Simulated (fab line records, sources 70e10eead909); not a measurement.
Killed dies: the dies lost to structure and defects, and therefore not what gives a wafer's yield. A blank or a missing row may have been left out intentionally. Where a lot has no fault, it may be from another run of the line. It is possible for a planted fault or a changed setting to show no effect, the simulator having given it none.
Chamber matching / flow nand_harc / NHARC_A_STAIRCASE_TRIM_229 on rie_diel-06: 4 sister chambers
The step chemistry O2, time 211.2 s. 14 wafers are shown with their chamber, then 7 later ones without.

== WAFERS PAIRED WITH THEIR CHAMBERS ==
wafer=L075.2; chamber=3; showerhead_plenum_p_Torr (Torr)=3.52; drypump_motor_current_A (A)=5.3; oes_product_au (a.u.)=1.013
wafer=L075.4; chamber=2; showerhead_plenum_p_Torr (Torr)=3.55; drypump_motor_current_A (A)=6.2; oes_product_au (a.u.)=0.988
wafer=L075.5; chamber=0; showerhead_plenum_p_Torr (Torr)=3.40; drypump_motor_current_A (A)=5.3; oes_product_au (a.u.)=1.004
wafer=L080.2; chamber=2; showerhead_plenum_p_Torr (Torr)=3.55; drypump_motor_current_A (A)=6.2; oes_product_au (a.u.)=0.982
wafer=L080.3; chamber=0; showerhead_plenum_p_Torr (Torr)=3.40; drypump_motor_current_A (A)=5.2; oes_product_au (a.u.)=1.003
wafer=L080.5; chamber=2; showerhead_plenum_p_Torr (Torr)=3.55; drypump_motor_current_A (A)=6.2; oes_product_au (a.u.)=0.996
wafer=L084.3; chamber=3; showerhead_plenum_p_Torr (Torr)=3.51; drypump_motor_current_A (A)=5.3; oes_product_au (a.u.)=1.003
wafer=L084.5; chamber=0; showerhead_plenum_p_Torr (Torr)=3.39; drypump_motor_current_A (A)=5.3; oes_product_au (a.u.)=0.996
wafer=L084.6; chamber=3; showerhead_plenum_p_Torr (Torr)=3.51; drypump_motor_current_A (A)=5.3; oes_product_au (a.u.)=0.998
wafer=L086.2; chamber=2; showerhead_plenum_p_Torr (Torr)=3.54; drypump_motor_current_A (A)=6.3; oes_product_au (a.u.)=0.986
wafer=L086.5; chamber=0; showerhead_plenum_p_Torr (Torr)=3.39; drypump_motor_current_A (A)=5.3; oes_product_au (a.u.)=1.011
wafer=L086.6; chamber=1; showerhead_plenum_p_Torr (Torr)=3.27; drypump_motor_current_A (A)=5.6; oes_product_au (a.u.)=0.996
wafer=L085.3; chamber=1; showerhead_plenum_p_Torr (Torr)=3.27; drypump_motor_current_A (A)=5.6; oes_product_au (a.u.)=0.991
wafer=L085.4; chamber=0; showerhead_plenum_p_Torr (Torr)=3.39; drypump_motor_current_A (A)=5.2; oes_product_au (a.u.)=1.010

SIGNATURES, as means of the wafers listed above
reading=showerhead_plenum_p_Torr; chamber 0=3.3940; chamber 1=3.2700; chamber 2=3.5475; chamber 3=3.5133; scatter within a chamber=0.00512
reading=drypump_motor_current_A; chamber 0=5.260; chamber 1=5.600; chamber 2=6.225; chamber 3=5.300; scatter within a chamber=0.0442
reading=oes_product_au; chamber 0=1.00480; chamber 1=0.99350; chamber 2=0.98800; chamber 3=1.00467; scatter within a chamber=0.00616
Rule: for a wafer and a chamber, the distance is found by dividing, reading by reading, the gap between the wafer's reading and the chamber's mean by the reading's scatter, squaring, summing and taking the root. The wafer belongs to the nearest chamber; if the next one is less than 2 further off, it can't be placed. The scatter: take each reading less its chamber's mean, square it, sum over the shown wafers, divide by the number of wafers less the number of chambers, and take the root.

== WAFERS WHOSE CHAMBER IS MISSING ==
wafer=L085.5; showerhead_plenum_p_Torr (Torr)=3.27; drypump_motor_current_A (A)=5.6; oes_product_au (a.u.)=1.005
wafer=L088.1; showerhead_plenum_p_Torr (Torr)=3.53; drypump_motor_current_A (A)=6.3; oes_product_au (a.u.)=0.998
wafer=L088.3; showerhead_plenum_p_Torr (Torr)=3.38; drypump_motor_current_A (A)=5.3; oes_product_au (a.u.)=1.016
wafer=L088.6; showerhead_plenum_p_Torr (Torr)=3.38; drypump_motor_current_A (A)=5.3; oes_product_au (a.u.)=1.013
wafer=L095.2; showerhead_plenum_p_Torr (Torr)=3.52; drypump_motor_current_A (A)=6.2; oes_product_au (a.u.)=0.985
wafer=L095.4; showerhead_plenum_p_Torr (Torr)=3.49; drypump_motor_current_A (A)=5.3; oes_product_au (a.u.)=0.997
wafer=L095.5; showerhead_plenum_p_Torr (Torr)=3.79; drypump_motor_current_A (A)=5.6; oes_product_au (a.u.)=1.003

== CHAMBER TAKEN BY EACH ==
wafer=L085.5; from the rows above=1; in truth=1
wafer=L088.1; from the rows above=2; in truth=2
wafer=L088.3; from the rows above=0; in truth=0
wafer=L088.6; from the rows above=0; in truth=0
wafer=L095.2; from the rows above=2; in truth=2
wafer=L095.4; from the rows above=3; in truth=3
wafer=L095.5; from the rows above=2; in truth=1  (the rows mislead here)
Correct placement for 6 of the 7. Can't be placed from these rows: 0. Wrongly placed: 1.
